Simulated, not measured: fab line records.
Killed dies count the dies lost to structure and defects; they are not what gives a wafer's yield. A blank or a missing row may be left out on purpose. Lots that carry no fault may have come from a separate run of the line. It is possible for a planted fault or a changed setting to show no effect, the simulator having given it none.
fab line records	flow n5-finfet
record: lots: 10	wafers: 27	last-day: 17
route steps=1938 shown SD_EPI_P@303 SD_ACTIVATION@332 ILD0@338 BEOL_M4@1111 PASSIVATION@1936
lots that met no fault: taken from a fault-free run of the same line
start-h: the number of hours between the record's first day and the start of the first shown wafer of the lot	wait-h: how many hours have passed since the lot's step before this one	" same as the row above	L1.1+2: a single row standing in for several wafers	- no value, or no start given	* or withheld: withheld	< > ~ a bound
route shown NAME@n: a module of which the file shows steps, and the number in the route of the first	usual: mean and standard deviation over wafers with no fault	same: alike in all rows	chamber/n: place in a boat	sites: the reading at each site	_std_site: standard deviation of those values	_edge_site: the outer-site mean with the inner-site mean subtracted	radius-mm: how far each site lies from the wafer's centre	mask NAME#n: copy n	behind: the tool/chamber that last shaped the wafer	hold: reason for holding the lot/hours on hold/outcome of the hold	device: the n, p or np transistor that did not switch	end of line: tests run on the same wafers once the route is complete	step lacking rows: just its recipe	killed: the dies lost at the first sort to structure and to defects; this is not the yield of the wafer	map: the dies of a wafer, with x for killed, . for not killed, _ for no die there
set.NAME: the setting the step ran with; set.NAME@STEP: the setting that earlier step ran with	model.NAME: the simulator's own value behind a step, which no gauge read
route steps across a sampled set of lots; one table per step, one row per wafer
services: the hour from which a tool's chamber was out of use, counted from the record's first day as start-h (under 0 if before that day), plus the number of hours and why
== steps ==
step: N5_SD_EPI_P_CD_MEAS_09
recipe: target-cd-nm: 240	landing-energy-ev: 500	detector: se-inlens
usual: cd-nm: 239.6/0.79
lot.wafer	tool	chamber	start-h	wait-h	cd-nm
L470.2	cd-sem-03	0	63.45	-	240.0
L470.3	"	0	"	"	239.8
L470.6	"	0	"	"	239.4
L477.1	cd-sem-01	0	102.50	-	239.3
L477.3	"	0	"	"	239.2
L478.4	cd-sem-03	0	107.47	-	239.5
L478.5	"	0	"	"	238.9
L478.6	"	0	"	"	240.2
L479.2	cd-sem-03	0	114.17	-	239.1
L479.4	"	0	"	"	239.1
L479.5	"	0	"	"	239.8
L480.1	cd-sem-02	0	122.07	-	240.0
L480.3	"	0	"	"	241.5
L480.6	"	0	"	"	241.8
L481.2	cd-sem-02	0	128.88	-	238.9
L481.4	"	0	"	"	237.5
L481.6	"	0	"	"	238.8
L482.1	cd-sem-01	0	131.95	-	239.0
L482.3	"	0	"	"	239.8
L482.6	"	0	"	"	239.6
L490.4	cd-sem-01	0	180.98	-	239.2
L490.6	"	0	"	"	240.4
L491.3	cd-sem-02	0	186.49	-	238.1
L491.6	"	0	"	"	238.6
L492.1	cd-sem-02	0	193.40	-	240.4
L492.3	"	0	"	"	241.1
L492.4	"	0	"	"	240.0
step: N5_SD_EPI_P_EPI_21
recipe: material: SiGe:B	dopant: B	temp-c: 550	pressure-torr: 20	ambient: H2	time-s: 355
usual: lamp-inner-pct: 10.0/0.56	susceptor-temp-C: 550.03/0.26
lot.wafer	tool	chamber	start-h	wait-h	lamp-inner-pct	susceptor-temp-C
L470.2	epi-rpcvd-03	0	65.35	0.5	9.3	549.94
L470.3	"	0	"	"	9.3	550.04
L470.6	"	0	66.79	1.8	9.3	549.60
L477.1	epi-rpcvd-02	0	103.94	0.1	10.6	550.01
L477.3	"	0	"	"	10.6	550.09
L478.4	epi-rpcvd-02	0	110.01	1.1	10.7	550.04
L478.5	"	0	"	"	10.4	550.33
L478.6	"	0	"	"	10.5	550.41
L479.2	epi-rpcvd-02	0	116.29	0.5	10.5	549.72
L479.4	"	0	"	"	10.6	550.16
L479.5	"	0	"	"	10.7	550.02
L480.1	epi-rpcvd-02	0	123.50	0.1	10.4	549.59
L480.3	"	0	"	"	10.5	550.01
L480.6	"	0	125.30	1.8	10.5	550.01
L481.2	epi-rpcvd-03	0	130.67	0.5	9.3	550.26
L481.4	"	0	"	"	9.3	550.38
L481.6	"	0	"	"	9.2	550.30
L482.1	epi-rpcvd-02	0	133.51	0.2	10.6	549.98
L482.3	"	0	"	"	10.5	550.00
L482.6	"	0	135.91	2.4	10.7	549.88
L490.4	epi-rpcvd-03	0	183.97	1.5	9.4	549.61
L490.6	"	0	"	"	9.3	549.73
L491.3	epi-rpcvd-02	0	188.66	0.8	10.5	550.31
L491.6	"	0	189.74	1.8	10.4	550.10
L492.1	epi-rpcvd-03	0	194.96	0.2	9.3	549.98
L492.3	"	0	"	"	9.2	550.01
L492.4	"	0	"	"	9.3	550.22
step: N5_SD_ACTIVATION_RS_MEAS_03
recipe: thk-meas-gauge: four-point-probe
usual: RS_SD_N: 21.95/0.3	RS_SD_P: 55.8/0.84
lot.wafer	tool	chamber	start-h	wait-h	RS_SD_N[ohm/sq]	RS_SD_P[ohm/sq]
L470.2	film-metro-01	-	67.84	0.2	22.00	56.2
L470.3	"	-	"	"	21.90	57.4
L470.6	"	-	"	"	21.73	56.8
L477.1	film-metro-02	-	106.75	0.2	21.65	56.0
L477.3	"	-	"	"	21.86	56.7
L478.4	film-metro-01	-	111.79	0.1	21.81	55.5
L478.5	"	-	"	"	21.84	56.0
L478.6	"	-	"	"	21.64	55.2
L479.2	film-metro-02	-	118.78	0.2	22.10	76.2
L479.4	"	-	"	"	21.52	76.3
L479.5	"	-	"	"	21.70	76.9
L480.1	film-metro-01	-	126.31	0.2	22.06	75.1
L480.3	"	-	"	"	22.16	76.7
L480.6	"	-	"	"	22.50	76.7
L481.2	film-metro-02	-	133.14	0.2	22.25	56.6
L481.4	"	-	"	"	21.93	55.7
L481.6	"	-	"	"	21.83	55.8
L482.1	film-metro-02	-	137.10	0.2	21.81	76.6
L482.3	"	-	"	"	21.89	75.5
L482.6	"	-	"	"	21.99	74.1
L490.4	film-metro-02	-	186.15	0.1	21.58	55.7
L490.6	"	-	"	"	21.76	54.3
L491.3	film-metro-02	-	190.79	0.2	21.97	56.9
L491.6	"	-	"	"	22.02	57.0
L492.1	film-metro-02	-	198.89	0.2	22.06	55.5
L492.3	"	-	"	"	22.07	56.5
L492.4	"	-	"	"	22.17	56.4
step: N5_ILD0_CMP_03
recipe: stop-on: SiNx	t-overpolish-s: 1.9	post-cmp-clean: alkaline-brush	down-force-psi: 4.1491	platen-rpm: 51.796	pad-velocity-m-s: 1.0306	target-thk-nm: 197.38
usual: edge-zone-pressure-frac: 1.000/0.0052	motor-current-A: 13.4/1.7	overpolish-run-s: 1.899/0.009	retaining-ring-pressure-frac: 1.000/0.0049	time-to-endpoint-s: 70/4
lot.wafer	tool	chamber	start-h	wait-h	edge-zone-pressure-frac	motor-current-A	overpolish-run-s	retaining-ring-pressure-frac	time-to-endpoint-s
L470.2	cmp-03	1	70.54	0.0	1.017	16.3	1.891	0.996	63
L470.3	"	2	"	"	0.998	11.7	1.899	1.008	68
L470.6	"	2	"	"	0.992	11.0	1.888	1.010	66
L477.3	cmp-03	0	109.56	0.1	1.000	12.5	1.889	0.997	71
L477.1	"	2	"	"	1.002	11.3	1.903	1.001	73
L478.4	cmp-03	1	114.57	0.1	0.990	16.3	1.897	1.002	64
L478.6	"	2	"	"	0.997	10.8	1.904	1.001	69
L478.5	"	3	"	"	1.001	10.9	1.887	0.999	72
L479.4	cmp-04	0	121.52	0.1	1.003	13.7	1.894	0.998	75
L479.2	"	1	"	"	0.999	12.1	1.881	1.001	72
L479.5	"	0	"	"	1.003	14.2	1.883	1.002	73
L480.3	cmp-04	2	129.04	0.0	1.008	12.9	1.905	1.005	76
L480.1	"	1	"	"	1.005	12.4	1.900	1.013	73
L480.6	"	2	"	"	0.998	13.5	1.886	1.009	75
L481.2	cmp-03	1	135.85	0.0	0.993	16.4	1.908	0.999	62
L481.4	"	0	"	"	1.004	12.5	1.905	1.002	69
L481.6	"	1	"	"	0.994	15.2	1.917	0.996	63
L482.3	cmp-03	1	140.65	0.0	1.005	16.2	1.909	1.004	62
L482.1	"	2	"	"	1.000	11.7	1.877	0.999	67
L482.6	"	2	"	"	0.998	11.7	1.903	1.001	66
L490.4	cmp-01	0	189.14	0.1	1.005	15.1	1.895	1.009	73
L490.6	"	0	"	"	1.010	15.7	1.909	1.006	72
L491.3	cmp-03	1	193.91	0.1	1.006	16.1	1.881	0.998	68
L491.6	"	3	"	"	0.999	11.5	1.901	0.995	74
L492.3	cmp-01	1	201.61	0.0	0.993	14.8	1.905	1.000	75
L492.1	"	2	"	"	1.001	13.5	1.906	0.999	75
L492.4	"	3	"	"	1.002	13.3	1.902	0.994	75
step: N5_ILD0_THK_MEAS_13
usual: thk-nm: 17.8/1
lot.wafer	tool	chamber	start-h	wait-h	thk-nm
L470.2	film-metro-02	-	74.64	-	15.7
L470.3	"	-	"	"	18.0
L470.6	"	-	"	"	17.6
L477.1	film-metro-01	-	113.36	-	18.1
L477.3	"	-	"	"	17.6
L478.4	film-metro-01	-	118.29	-	19.1
L478.5	"	-	"	"	19.2
L478.6	"	-	"	"	16.6
L479.2	film-metro-01	-	125.55	-	18.6
L479.4	"	-	"	"	19.0
L479.5	"	-	"	"	17.3
L480.1	film-metro-01	-	132.87	-	17.5
L480.3	"	-	"	"	16.8
L480.6	"	-	"	"	16.7
L481.2	film-metro-02	-	139.75	-	18.2
L481.4	"	-	"	"	18.9
L481.6	"	-	"	"	18.9
L482.1	film-metro-02	-	144.48	-	18.8
L482.3	"	-	"	"	17.4
L482.6	"	-	"	"	19.1
L490.4	film-metro-02	-	192.98	-	17.9
L490.6	"	-	"	"	18.3
L491.3	film-metro-02	-	197.69	-	17.2
L491.6	"	-	"	"	18.1
L492.1	film-metro-02	-	205.44	-	19.7
L492.3	"	-	"	"	19.2
L492.4	"	-	"	"	18.5
step: N5_BEOL_M4_RC_MEAS_101
usual: DIBL_N: 36.3/1.6	DIBL_P: 36.2/2	IOFF_N: 0.160/0.028	IOFF_P: 0.21/0.036	ION_N: 677/11	ION_P: 465/6.9	RC_DENSE_P: 23.7/0.65	RC_P: 19.3/0.5	REXT_P: 99.4/2	RS_SD_P: 65.5/0.97	SS_N: 71.5/0.55	SS_P: 73.3/0.64	VT_N: 250/3	VT_P: -250/3.5
lot.wafer	tool	chamber	start-h	wait-h	DIBL_N[mV/V]	DIBL_P[mV/V]	IOFF_N[nA/um]	IOFF_P[nA/um]	ION_N[uA/um]	ION_P[uA/um]	RC_DENSE_P[ohm.um]	RC_P[ohm.um]	REXT_P[ohm.um]	RS_SD_P[ohm/sq]	SS_N[mV/dec]	SS_P[mV/dec]	VT_N[mV]	VT_P[mV]
L470.2	prober-02	0	168.04	0.2	35.3	35.1	0.145	0.20	682	464	24.9	20.4	102.4	66.6	70.8	72.4	250	-248
L470.3	"	0	"	"	36.1	35.6	0.159	0.21	679	471	23.0	18.9	102.3	66.5	70.7	72.5	248	-247
L470.6	"	0	"	"	36.5	36.0	0.167	0.22	675	462	23.5	18.8	101.2	66.3	70.7	72.9	249	-251
L477.1	prober-01	0	222.86	0.0	34.8	33.0	0.131	0.20	651	456	24.5	19.9	97.5	65.6	71.4	72.0	253	-250
L477.3	"	0	"	"	36.5	35.5	0.164	0.24	671	465	23.4	19.2	97.8	66.8	71.7	73.1	249	-245
L478.4	prober-01	0	231.14	0.5	37.8	38.9	0.187	0.29	684	478	25.1	20.6	98.3	65.5	71.4	73.6	246	-243
L478.5	"	0	"	"	38.0	39.1	0.190	0.29	688	479	24.2	19.6	97.2	65.4	72.1	73.4	248	-243
L478.6	"	0	"	"	37.6	38.2	0.177	0.27	673	469	24.2	19.7	99.1	64.5	71.1	73.6	248	-244
L480.1	prober-01	0	235.13	0.0	37.4	35.5	0.186	0.18	688	447	28.8	23.6	123.9	86.4	72.0	73.5	246	-255
L480.3	"	0	"	"	38.4	36.8	0.207	0.19	691	444	30.2	24.7	128.2	87.1	71.6	74.0	246	-253
L480.6	"	0	"	"	36.8	35.0	0.172	0.16	670	435	30.0	24.3	127.1	87.0	71.4	74.1	249	-257
L479.2	prober-01	0	238.57	0.2	35.6	33.8	0.143	0.13	679	440	28.5	23.7	122.3	88.6	71.3	72.5	252	-261
L479.4	"	0	"	"	36.8	36.8	0.181	0.17	694	447	29.9	24.9	122.2	89.1	72.5	72.8	249	-256
L479.5	"	0	"	"	35.2	35.3	0.152	0.15	671	436	28.4	23.2	121.4	89.0	72.0	72.2	250	-259
L481.2	prober-02	0	240.42	0.2	37.0	34.4	0.143	0.18	663	460	23.1	19.1	101.9	65.8	71.6	73.0	253	-253
L481.4	"	0	"	"	35.0	33.2	0.127	0.17	668	463	23.6	19.2	100.9	65.6	70.7	72.5	253	-256
L481.6	"	0	"	"	35.2	32.7	0.130	0.16	673	459	23.4	19.1	102.5	65.0	71.0	72.9	254	-257
L482.1	prober-01	0	242.18	0.0	37.0	34.2	0.165	0.14	680	438	29.0	23.8	128.6	87.1	72.2	72.8	249	-259
L482.3	"	0	"	"	36.2	34.8	0.169	0.15	685	447	28.5	23.3	127.2	86.0	71.6	72.7	251	-256
L482.6	"	0	"	"	37.1	34.9	0.171	0.15	691	449	27.9	22.9	126.9	85.3	72.1	73.6	249	-260
L490.4	prober-02	0	300.57	0.5	34.3	34.8	0.135	0.20	665	463	23.0	18.9	97.2	65.3	71.1	73.0	251	-249
L490.6	"	0	"	"	34.5	34.4	0.128	0.18	665	462	22.7	18.5	98.1	64.3	70.9	73.1	253	-252
L491.3	prober-01	0	306.05	0.3	36.7	35.4	0.172	0.21	682	463	24.3	19.8	97.9	66.1	71.5	73.3	247	-250
L491.6	"	0	"	"	35.5	34.4	0.151	0.20	684	465	24.0	19.6	96.0	66.9	71.0	73.7	246	-248
L492.1	prober-02	0	309.49	0.0	36.5	36.4	0.155	0.19	671	453	23.4	19.0	101.4	64.3	72.0	73.5	250	-254
L492.3	"	0	"	"	35.6	35.2	0.144	0.16	678	456	23.4	19.0	104.3	66.3	71.4	73.4	251	-257
L492.4	"	0	"	"	36.0	35.8	0.139	0.17	670	452	23.1	19.2	102.0	65.9	71.6	73.5	249	-253
step: N5_PASSIVATION_PROBE_49
usual: defect-limited-yield: 91.2/1.5	killed_at_M0_to_M3: 36/10	killed_at_M4_up: 13/6	killed-at-contacts: 11/5.2	killed-at-front-end: 40/11	killed-at-other: 3.1/2.9	killed-dies: 104/17	killed-open: 66/12	killed-short: 34/7.7	sort_bin_5_function: 5.1/0.91	sort_bin_6_memory: 3.2/0.67	sort_bin_8_speed: 0.00/0.0074	sort-n-pass: 1076/17	sort-yield-pct: 91.2/1.5
same: gross-dies: 1180	killed-at-back-side: 0	sort_bin_4_leakage[%]: 0
lot.wafer	tool	chamber	start-h	wait-h	defect-limited-yield[%]	killed_at_M0_to_M3	killed_at_M4_up	killed-at-contacts	killed-at-front-end	killed-at-other	killed-dies	killed-open	killed-short	sort_bin_5_function[%]	sort_bin_6_memory[%]	sort_bin_8_speed[%]	sort-n-pass	sort-yield-pct[%]
L479.2	prober-02	-	340.00	0.1	90.8	40	9	7	53	0	109	73	29	6.4	2.5	0.25	1068	90.5
L479.4	prober-02	-	340.10	0.2	91.7	38	7	15	38	0	98	60	33	4.8	3.1	0.08	1081	91.6
L479.5	prober-02	-	340.15	0.2	93.3	34	4	7	30	4	79	52	26	3.6	2.8	3.39	1061	89.9
L480.1	prober-02	-	344.51	0.0	90.4	52	13	6	40	2	113	68	42	6.0	3.4	0	1067	90.4
L480.3	prober-02	-	344.61	0.1	90.7	32	14	25	37	2	110	71	36	6.0	3.1	0	1070	90.7
L480.6	prober-02	-	344.76	0.3	92.8	28	10	13	32	2	85	50	33	4.9	2.0	1.86	1073	90.9
L478.4	prober-02	-	348.82	0.2	90.7	41	8	8	52	1	110	63	46	6.0	2.9	0	1070	90.7
L478.5	prober-02	-	348.87	0.2	91.0	34	15	16	35	6	106	61	33	4.9	3.3	0	1074	91.0
L478.6	prober-02	-	348.92	0.3	91.4	45	18	9	25	5	102	73	28	5.0	3.4	0	1078	91.4
L481.2	prober-02	-	349.36	0.1	88.4	45	22	12	53	5	137	86	48	6.9	4.6	0	1043	88.4
L481.4	prober-02	-	349.46	0.2	92.1	39	11	5	36	2	93	57	30	4.4	2.9	0	1087	92.1
L481.6	prober-02	-	349.56	0.3	90.7	37	12	11	44	6	110	64	43	6.4	2.5	0	1070	90.7
L482.1	prober-02	-	352.91	0.7	91.5	35	13	17	34	1	100	68	32	5.1	3.3	1.44	1063	90.1
L482.3	prober-02	-	353.01	0.8	92.8	38	10	6	30	1	85	63	20	4.7	2.4	0	1095	92.8
L482.6	prober-02	-	353.16	0.9	90.9	29	18	11	45	4	107	72	35	5.7	3.3	0	1073	90.9
killed by level:class
L479.2 DUMMY_GATE:geometric-particle:open=10 GATE_CUT:geometric-particle:short=10 BEOL_M1:geometric-particle:open=10 BEOL_M3:geometric-particle:open=9 BEOL_M0_SAQP:geometric-particle:open=8 STI_FIN_REVEAL:geometric-particle:open=7 FIN_SAQP:geometric-particle:open=6 MOL_CONTACT_COAG:geometric-particle:open=6
L479.4 MOL_CONTACT_COAG:geometric-particle:open=9 DUMMY_GATE:geometric-particle:open=8 STI_FIN_REVEAL:geometric-particle:open=7 BEOL_M0_SAQP:geometric-particle:short=7 BEOL_M2:geometric-particle:open=6 GATE_CUT:geometric-particle:short=5 BEOL_M0:geometric-particle:open=5 BEOL_M3:geometric-particle:open=5
L479.5 BEOL_M1:geometric-particle:open=8 BEOL_M2:geometric-particle:open=8 MOL_CONTACT_COAG:geometric-particle:open=6 STI_FIN_REVEAL:geometric-particle:open=5 DUMMY_GATE:geometric-particle:open=5 GATE_CUT:geometric-particle:short=5 FIN_SAQP:geometric-particle:open=4 BEOL_M1:geometric-particle:short=4
L480.1 BEOL_M0_SAQP:geometric-particle:open=16 BEOL_M0_SAQP:geometric-particle:short=14 FIN_SAQP:geometric-particle:short=12 STARTING-WAFER:geometric-particle:open=8 STI_FIN_REVEAL:geometric-particle:open=6 BEOL_M1:geometric-particle:open=6 BEOL_M5:geometric-particle:open=6 BEOL_M2:geometric-particle:open=5
L480.3 MOL_CONTACT_COAG:geometric-particle:open=15 BEOL_M0_SAQP:geometric-particle:short=10 FIN_SAQP:geometric-particle:open=9 MOL_CONTACT_COAG:geometric-particle:short=9 FIN_SAQP:geometric-particle:short=7 BEOL_M0_SAQP:geometric-particle:open=7 BEOL_M3:geometric-particle:open=6 BEOL_M2:geometric-particle:open=5
L480.6 BEOL_M0_SAQP:geometric-particle:short=9 STI_FIN_REVEAL:geometric-particle:open=8 MOL_CONTACT_COAG:geometric-particle:open=8 BEOL_M4:geometric-particle:open=8 BEOL_M1:geometric-particle:open=6 STARTING-WAFER:geometric-particle:short=5 MOL_CONTACT_COAG:geometric-particle:short=4 BEOL_M0_SAQP:geometric-particle:open=4
L478.4 FIN_SAQP:geometric-particle:short=17 FIN_SAQP:geometric-particle:open=14 BEOL_M0_SAQP:geometric-particle:short=11 BEOL_M0_SAQP:geometric-particle:open=9 BEOL_M2:geometric-particle:open=8 MOL_CONTACT_COAG:geometric-particle:open=7 BEOL_M1:geometric-particle:open=7 STARTING-WAFER:geometric-particle:short=6
L478.5 MOL_CONTACT_COAG:geometric-particle:open=14 BEOL_M0_SAQP:geometric-particle:short=10 BEOL_M3:geometric-particle:open=8 FIN_SAQP:geometric-particle:short=7 BEOL_M1:geometric-particle:open=7 BEOL_M0_SAQP:geometric-particle:open=7 HKMG_FIN:area-etch=7 FIN_SAQP:geometric-particle:open=4
L478.6 BEOL_M0_SAQP:geometric-particle:open=12 BEOL_M0_SAQP:geometric-particle:short=10 BEOL_M3:geometric-particle:open=10 BEOL_M4:geometric-particle:open=10 FIN_SAQP:geometric-particle:open=7 MOL_CONTACT_COAG:geometric-particle:open=6 STI_FIN_REVEAL:geometric-particle:open=5 BEOL_M1:geometric-particle:open=4
L481.2 BEOL_M0_SAQP:geometric-particle:open=14 FIN_SAQP:geometric-particle:short=12 FIN_SAQP:geometric-particle:open=12 BEOL_M0_SAQP:geometric-particle:short=11 STI_FIN_REVEAL:geometric-particle:open=10 MOL_CONTACT_COAG:geometric-particle:open=10 BEOL_M4:geometric-particle:open=9 BEOL_M1:geometric-particle:open=5
L481.4 BEOL_M0_SAQP:geometric-particle:short=9 STI_FIN_REVEAL:geometric-particle:open=8 BEOL_M3:geometric-particle:open=7 FIN_SAQP:geometric-particle:short=6 BEOL_M0_SAQP:geometric-particle:open=6 BEOL_M1:geometric-particle:open=6 FIN_SAQP:geometric-particle:open=5 BEOL_M2:geometric-particle:open=5
L481.6 FIN_SAQP:geometric-particle:open=11 FIN_SAQP:geometric-particle:short=11 BEOL_M2:geometric-particle:open=11 MOL_CONTACT_COAG:geometric-particle:open=10 BEOL_M0_SAQP:geometric-particle:short=8 BEOL_M3:geometric-particle:open=7 GATE_CUT:geometric-particle:short=6 MIM_TOP:geometric-particle:short=6
L482.1 MOL_CONTACT_COAG:geometric-particle:open=14 BEOL_M3:geometric-particle:open=11 BEOL_M2:geometric-particle:open=9 FIN_SAQP:geometric-particle:short=7 FIN_SAQP:geometric-particle:open=6 BEOL_M0:geometric-particle:open=5 STARTING-WAFER:geometric-particle:open=5 DUMMY_GATE:geometric-particle:open=4
L482.3 BEOL_M3:geometric-particle:open=12 BEOL_M0_SAQP:geometric-particle:open=8 STI_FIN_REVEAL:geometric-particle:open=6 MOL_CONTACT_COAG:geometric-particle:open=6 FIN_SAQP:geometric-particle:open=5 DUMMY_GATE:geometric-particle:open=5 BEOL_M2:geometric-particle:open=5 SPACER0:geometric-particle:open=4
L482.6 FIN_SAQP:geometric-particle:open=12 MOL_CONTACT_COAG:geometric-particle:open=9 BEOL_M3:geometric-particle:open=9 BEOL_M5:geometric-particle:open=7 FIN_SAQP:geometric-particle:short=6 DUMMY_GATE:geometric-particle:open=6 BEOL_M4:geometric-particle:open=6 GATE_CUT:geometric-particle:short=5
== services ==
tool	chamber	start-h	hours	kind
cmp-01	-	48.18	0.9	repair
cmp-03	-	60.29	2.4	repair
cmp-01	-	65.03	13.5	pm
cmp-04	-	65.15	1.1	repair
cmp-04	-	66.86	3.5	repair
cmp-01	-	78.53	5.9	pm
cmp-03	-	92.18	1.3	repair
cmp-03	-	96.87	0.2	repair
cmp-04	-	113.36	4.7	pm
cmp-03	-	121.05	4.0	pm
cmp-03	-	125.05	-	consumable-replace:conditioner
cmp-03	-	125.05	-	consumable-replace:pad
cmp-03	-	158.33	3.9	pm
epi-rpcvd-02	-	171.80	14.6	pm
epi-rpcvd-03	-	178.45	0.8	repair
cmp-03	-	189.04	0.4	repair
cmp-03	-	195.48	1.7	repair
== key ==
first-sign: step: N5_SD_ACTIVATION_RS_MEAS_03	reading: RS_SD_P	direction: up	sigmas: 24	usual: 55.8	struck: 76.0
effect: step: N5_BEOL_M4_RC_MEAS_101	reading: RS_SD_P	direction: up	sigmas: 22	usual: 65.5	struck: 87.3
effect: step: N5_BEOL_M4_RC_MEAS_101	reading: REXT_P	direction: up	sigmas: 13	usual: 99.4	struck: 125.3
effect: step: N5_BEOL_M4_RC_MEAS_101	reading: RC_P	direction: up	sigmas: 9	usual: 19.3	struck: 23.8
effect: step: N5_BEOL_M4_RC_MEAS_101	reading: RC_DENSE_P	direction: up	sigmas: 8.2	usual: 23.7	struck: 29.0
effect: step: N5_BEOL_M4_RC_MEAS_101	reading: ION_P	direction: down	sigmas: 3.2	usual: 465	struck: 443
effect: step: N5_BEOL_M4_RC_MEAS_101	reading: VT_P	direction: down	sigmas: 2	usual: -250	struck: -257
effect: step: N5_BEOL_M4_RC_MEAS_101	reading: IOFF_P	direction: down	sigmas: 1.5	usual: 0.21	struck: 0.16
effect: step: N5_PASSIVATION_PROBE_49	reading: sort_bin_8_speed	direction: up	sigmas: 9.2	usual: 0.00	struck: 0.78	wafers-moved: 4
met-at N5_SD_EPI_P_EPI_21
struck-lots L479,L480,L482
not-acting-at N5_SD_EPI_P_CD_MEAS_09,N5_ILD0_CMP_03,N5_ILD0_THK_MEAS_13
onset-between 110.01 116.29
fault: kind: process-parameter-drift	tool: epi-rpcvd-02	chamber: -	onset-h: 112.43	steps: N5_SD_EPI_P_EPI_21	channel: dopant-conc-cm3	offset: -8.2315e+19	shape: step	end-h: 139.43	acts-in: these-recipes-only	stated: 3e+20
